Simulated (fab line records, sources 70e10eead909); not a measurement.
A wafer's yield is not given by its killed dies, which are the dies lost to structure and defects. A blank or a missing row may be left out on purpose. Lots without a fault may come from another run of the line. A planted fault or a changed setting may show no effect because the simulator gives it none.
fab line records | flow nand-harc
record lots=11 | wafers=32 | last-day=24
route steps=1159 shown P_M0@273 P_M1@292
lots that met no fault: from a run of the same line without faults
start-h: start of the lot's first displayed wafer, in hours after the record's first day | wait-h: hours from the lot's prior step to this one | " the same as in the row above | L1.1+2: one row covering several wafers at once | - no value, or no start was given | * or withheld: withheld | < > ~ a bound
route shown NAME@n: NAME is a module with steps in the file, n the number in the route of the first one | usual: mean/standard deviation of fault-free wafers | same: alike in all rows | chamber/n: place in a boat | sites: readings site by site | _std_site: the values' standard deviation | _edge_site: inner sites' mean taken away from outer sites' mean | radius-mm: for every site, how far away it sits from the centre of the wafer | mask NAME#n: copy n | behind: the most recent tool/chamber to have shaped the wafer | hold: cause of the lot's hold/its duration in hours/its outcome | device: transistor that didn't switch, given as n, p or np | end of line: the same wafers' tests at the end of the route | where a step has no rows: the recipe by itself | killed: at the first sort, the dies lost to defects and structure; wafer yield is something else | map: a wafer's dies, x killed, . not, _ none there
set.NAME: the setting the step ran with; set.NAME@STEP: the setting that earlier step ran with | model.NAME: the simulator's own value behind a step, which no gauge read
route steps across a sampled set of lots; one table per step, one row per wafer
services: from which hour (start-h, from the record's first day; less than 0 if before it) a tool's chamber was out of use, for how many hours, and why
## steps
# step NHARC_P_M0_PRE_CLEAN_29
# recipe time-s=30 | temp-c=280 | gas=H2/He
# usual heater-power-w=435/53
lot.wafer | tool           | chamber | start-h | wait-h | heater-power-w
L281.3    | pvd-sputter-01 | -       | -       | -      | 471
L281.1    | "              | -       | "       | "      | 436
L281.6    | "              | -       | "       | "      | 402
L285.1    | pvd-sputter-02 | -       | -       | -      | 440
L285.4    | "              | -       | "       | "      | 365
L285.6    | "              | -       | "       | "      | 444
L289.3    | pvd-sputter-03 | -       | -       | -      | 346
L289.4    | "              | -       | "       | "      | 438
L292.2    | pvd-sputter-01 | -       | -       | -      | 436
L292.4    | "              | -       | "       | "      | 406
L292.6    | "              | -       | "       | "      | 438
L295.1    | pvd-sputter-01 | -       | -       | -      | 475
L295.4    | "              | -       | "       | "      | 473
L295.6    | "              | -       | "       | "      | 475
L297.2    | pvd-sputter-01 | -       | -       | -      | 438
L297.4    | "              | -       | "       | "      | 416
L297.5    | "              | -       | "       | "      | 482
L299.1    | pvd-sputter-03 | -       | -       | -      | 346
L299.4    | "              | -       | "       | "      | 401
L299.5    | "              | -       | "       | "      | 536
L301.2    | pvd-sputter-01 | -       | -       | -      | 432
L301.1    | "              | -       | "       | "      | 476
L301.3    | "              | -       | "       | "      | 465
L300.2    | pvd-sputter-03 | -       | -       | -      | 551
L300.1    | "              | -       | "       | "      | 454
L300.5    | "              | -       | "       | "      | 548
L303.1    | pvd-sputter-03 | -       | -       | -      | 538
L303.3    | "              | -       | "       | "      | 456
L303.5    | "              | -       | "       | "      | 532
L304.1    | pvd-sputter-03 | -       | -       | -      | 541
L304.6    | "              | -       | "       | "      | 542
L304.5    | "              | -       | "       | "      | 351
# step NHARC_P_M0_THK_MEAS_24
# recipe thk-meas-gauge=xrf
# usual thk-nm=117.3/1.5
lot.wafer | tool          | chamber | start-h | wait-h | thk-nm
L281.1    | film-metro-02 | -       | 127.14  | -      | 117.1
L281.3    | "             | -       | "       | "      | 115.6
L281.6    | "             | -       | "       | "      | 117.6
L285.1    | film-metro-01 | -       | 144.55  | -      | 116.7
L285.4    | "             | -       | "       | "      | 118.0
L285.6    | "             | -       | "       | "      | 116.5
L289.3    | film-metro-01 | -       | 169.55  | -      | 118.5
L289.4    | "             | -       | "       | "      | 117.0
L292.2    | film-metro-01 | -       | 185.29  | -      | 118.9
L292.4    | "             | -       | "       | "      | 117.8
L292.6    | "             | -       | "       | "      | 116.8
L295.1    | film-metro-02 | -       | 208.54  | -      | 118.0
L295.4    | "             | -       | "       | "      | 118.4
L295.6    | "             | -       | "       | "      | 117.1
L297.2    | film-metro-02 | -       | 220.33  | -      | 118.0
L297.4    | "             | -       | "       | "      | 117.6
L297.5    | "             | -       | "       | "      | 117.7
L299.1    | film-metro-01 | -       | 220.80  | -      | 117.4
L299.4    | "             | -       | "       | "      | 118.5
L299.5    | "             | -       | "       | "      | 118.6
L301.1    | film-metro-01 | -       | 231.67  | -      | 117.8
L301.2    | "             | -       | "       | "      | 116.4
L301.3    | "             | -       | "       | "      | 117.8
L300.1    | film-metro-02 | -       | 232.99  | -      | 115.0
L300.2    | "             | -       | "       | "      | 116.8
L300.5    | "             | -       | "       | "      | 117.0
L303.1    | film-metro-01 | -       | 249.93  | -      | 119.3
L303.3    | "             | -       | "       | "      | 116.3
L303.5    | "             | -       | "       | "      | 116.0
L304.1    | film-metro-02 | -       | 264.00  | -      | 115.5
L304.5    | "             | -       | "       | "      | 116.7
L304.6    | "             | -       | "       | "      | 118.3
# step NHARC_P_M1_EXPOSE_06
# recipe na=1.35 | target-cd-nm=130 | dose-mj=81.88 | mask-id=P_M1
# usual focus-offset-nm=0.0/0.49
lot.wafer | tool            | chamber | start-h | wait-h | mask   | focus-offset-nm
L281.1    | arfi-scanner-02 | 0       | 128.56  | -      | P_M1#0 | 0.3
L281.3    | "               | 0       | "       | "      | P_M1#0 | -0.1
L281.6    | "               | 0       | "       | "      | P_M1#0 | 0.3
L285.1    | arfi-scanner-02 | 0       | 146.00  | -      | P_M1#0 | -0.3
L285.4    | "               | 0       | "       | "      | P_M1#0 | 0.3
L285.6    | "               | 0       | "       | "      | P_M1#0 | 0.2
L289.3    | arfi-scanner-01 | 0       | 170.97  | -      | P_M1#0 | -0.2
L289.4    | "               | 0       | "       | "      | P_M1#0 | -0.2
L292.2    | arfi-scanner-01 | 0       | 186.71  | -      | P_M1#0 | 0.2
L292.4    | "               | 0       | "       | "      | P_M1#0 | -0.2
L292.6    | "               | 0       | "       | "      | P_M1#0 | -0.4
L295.1    | arfi-scanner-02 | 0       | 209.96  | -      | P_M1#0 | 1.0
L295.4    | "               | 0       | "       | "      | P_M1#0 | 0.3
L295.6    | "               | 0       | "       | "      | P_M1#0 | 0.2
L297.2    | arfi-scanner-03 | 0       | 221.72  | -      | P_M1#0 | -0.2
L297.4    | "               | 0       | "       | "      | P_M1#0 | 0.0
L297.5    | "               | 0       | "       | "      | P_M1#0 | 0.4
L299.1    | arfi-scanner-03 | 0       | 222.65  | -      | P_M1#0 | 0.4
L299.4    | "               | 0       | "       | "      | P_M1#0 | -0.6
L299.5    | "               | 0       | "       | "      | P_M1#0 | -0.4
L301.1    | arfi-scanner-03 | 0       | 233.08  | -      | P_M1#0 | -0.3
L301.2    | "               | 0       | "       | "      | P_M1#0 | -0.9
L301.3    | "               | 0       | "       | "      | P_M1#0 | 0.4
L300.1    | arfi-scanner-03 | 0       | 234.44  | -      | P_M1#0 | 0.5
L300.2    | "               | 0       | "       | "      | P_M1#0 | -0.5
L300.5    | "               | 0       | "       | "      | P_M1#0 | -0.6
L303.1    | arfi-scanner-01 | 0       | 251.29  | -      | P_M1#0 | -0.2
L303.3    | "               | 0       | "       | "      | P_M1#0 | 0.4
L303.5    | "               | 0       | "       | "      | P_M1#0 | -0.1
L304.1    | arfi-scanner-01 | 0       | 265.26  | -      | P_M1#0 | 0.7
L304.5    | "               | 0       | "       | "      | P_M1#0 | 0.0
L304.6    | "               | 0       | "       | "      | P_M1#0 | 1.0
# step NHARC_P_M1_CD_MEAS_09
# recipe target-cd-nm=130 | landing-energy-ev=500
# usual cd-nm=130.3/0.64
lot.wafer | tool      | chamber | start-h | wait-h | cd-nm
L281.1    | cd-sem-02 | 0       | 128.70  | -      | 129.6
L281.3    | "         | 0       | "       | "      | 130.9
L281.6    | "         | 0       | "       | "      | 130.0
L285.1    | cd-sem-02 | 0       | 146.14  | -      | 130.0
L285.4    | "         | 0       | "       | "      | 130.5
L285.6    | "         | 0       | "       | "      | 130.2
L289.3    | cd-sem-01 | 0       | 171.11  | -      | 139.9
L289.4    | "         | 0       | "       | "      | 138.8
L292.2    | cd-sem-02 | 0       | 186.85  | -      | 130.2
L292.4    | "         | 0       | "       | "      | 138.4
L292.6    | "         | 0       | "       | "      | 130.2
L295.1    | cd-sem-02 | 0       | 210.10  | -      | 130.2
L295.4    | "         | 0       | "       | "      | 130.5
L295.6    | "         | 0       | "       | "      | 130.1
L297.2    | cd-sem-01 | 0       | 221.86  | -      | 129.1
L297.4    | "         | 0       | "       | "      | 129.4
L297.5    | "         | 0       | "       | "      | 130.1
L299.1    | cd-sem-03 | 0       | 222.79  | -      | 129.0
L299.4    | "         | 0       | "       | "      | 129.7
L299.5    | "         | 0       | "       | "      | 129.4
L301.1    | cd-sem-03 | 0       | 233.22  | -      | 130.4
L301.2    | "         | 0       | "       | "      | 131.0
L301.3    | "         | 0       | "       | "      | 129.9
L300.1    | cd-sem-02 | 0       | 234.58  | -      | 131.6
L300.2    | "         | 0       | "       | "      | 131.4
L300.5    | "         | 0       | "       | "      | 131.0
L303.1    | cd-sem-03 | 0       | 251.43  | -      | 129.8
L303.3    | "         | 0       | "       | "      | 130.5
L303.5    | "         | 0       | "       | "      | 130.4
L304.1    | cd-sem-03 | 0       | 265.40  | -      | 131.4
L304.5    | "         | 0       | "       | "      | 130.2
L304.6    | "         | 0       | "       | "      | 130.6
# step NHARC_P_M1_OVL_MEAS_10
# recipe pitch-nm=260
# usual overlay-x-nm=0.2/0.94 | overlay-y-nm=-0.1/0.92
lot.wafer | tool       | chamber | start-h | wait-h | overlay-x-nm | overlay-y-nm
L281.1    | overlay-02 | -       | 128.79  | -      | 1.0          | 0.5
L281.3    | "          | -       | "       | "      | 0.9          | 0.6
L281.6    | "          | -       | "       | "      | 1.0          | 0.5
L285.1    | overlay-02 | -       | 146.24  | -      | -1.1         | -0.4
L285.4    | "          | -       | "       | "      | -0.6         | 0.2
L285.6    | "          | -       | "       | "      | -0.3         | 0.3
L289.3    | overlay-02 | -       | 171.19  | -      | -0.6         | -1.0
L289.4    | "          | -       | "       | "      | -1.0         | -1.3
L292.2    | overlay-02 | -       | 186.93  | -      | -0.1         | -0.9
L292.4    | "          | -       | "       | "      | 0.1          | -0.7
L292.6    | "          | -       | "       | "      | 0.6          | -0.7
L295.1    | overlay-02 | -       | 210.19  | -      | 0.7          | 0.4
L295.4    | "          | -       | "       | "      | 0.8          | 0.9
L295.6    | "          | -       | "       | "      | 0.3          | 0.7
L297.2    | overlay-01 | -       | 221.95  | -      | 1.0          | 0.2
L297.4    | "          | -       | "       | "      | 0.6          | -0.2
L297.5    | "          | -       | "       | "      | 1.0          | 0.3
L299.1    | overlay-02 | -       | 222.88  | -      | 0.8          | 0.3
L299.4    | "          | -       | "       | "      | 0.8          | 0.3
L299.5    | "          | -       | "       | "      | 1.2          | 1.1
L301.1    | overlay-02 | -       | 233.31  | -      | 0.8          | -0.6
L301.2    | "          | -       | "       | "      | 1.4          | -0.3
L301.3    | "          | -       | "       | "      | 1.0          | 0.2
L300.1    | overlay-01 | -       | 234.69  | -      | 1.2          | -1.5
L300.2    | "          | -       | "       | "      | 1.4          | -1.4
L300.5    | "          | -       | "       | "      | 1.7          | -2.5
L303.1    | overlay-02 | -       | 251.51  | -      | -1.3         | -0.2
L303.3    | "          | -       | "       | "      | -1.3         | -0.5
L303.5    | "          | -       | "       | "      | -2.0         | 0.2
L304.1    | overlay-01 | -       | 265.49  | -      | -0.1         | -0.3
L304.5    | "          | -       | "       | "      | -0.4         | -0.1
L304.6    | "          | -       | "       | "      | -0.4         | -0.4
## services
tool            | chamber | start-h | hours | kind
pvd-sputter-03  | -       | 102.00  | 10.0  | pm
arfi-scanner-01 | -       | 108.69  | 2.4   | repair
arfi-scanner-03 | -       | 140.00  | 4.0   | pm
arfi-scanner-01 | -       | 142.26  | 0.4   | repair
arfi-scanner-02 | 0       | 153.77  | -     | calibration
pvd-sputter-01  | -       | 158.05  | 10.0  | pm
arfi-scanner-01 | -       | 164.09  | 1.1   | repair
arfi-scanner-03 | 0       | 171.99  | -     | calibration
pvd-sputter-03  | -       | 178.15  | 4.8   | repair
arfi-scanner-01 | 0       | 189.71  | -     | calibration
arfi-scanner-01 | -       | 196.00  | 4.0   | pm
arfi-scanner-03 | -       | 212.20  | 0.3   | repair
pvd-sputter-02  | -       | 214.00  | 10.0  | pm
pvd-sputter-02  | -       | 229.43  | 5.2   | repair
pvd-sputter-03  | -       | 248.91  | 3.0   | repair
arfi-scanner-02 | -       | 256.02  | 4.0   | pm
## key
first-sign step=NHARC_P_M1_CD_MEAS_09 | reading=cd-nm | direction=up | sigmas=14 | usual=130.3 | struck=139.1
effect none on later readings
met-at NHARC_P_M1_EXPOSE_06
struck-lots L289,L292
struck-wafers L289.3,L289.4,L292.4
sort-left-out L289.3,L289.4
not-acting-at NHARC_P_M0_PRE_CLEAN_29,NHARC_P_M0_THK_MEAS_24,NHARC_P_M1_OVL_MEAS_10
fault kind=process-parameter-drift | tool=arfi-scanner-01 | chamber=- | onset-h=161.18 | steps=NHARC_P_M1_EXPOSE_06 | channel=focus-nm | offset=99.925 | shape=step | end-h=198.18 | scope=struck-wafers-only
# sort-left-out: the simulated sort isn't trusted on such a fault, so these wafers' sort isn't shown, and their yield isn't known
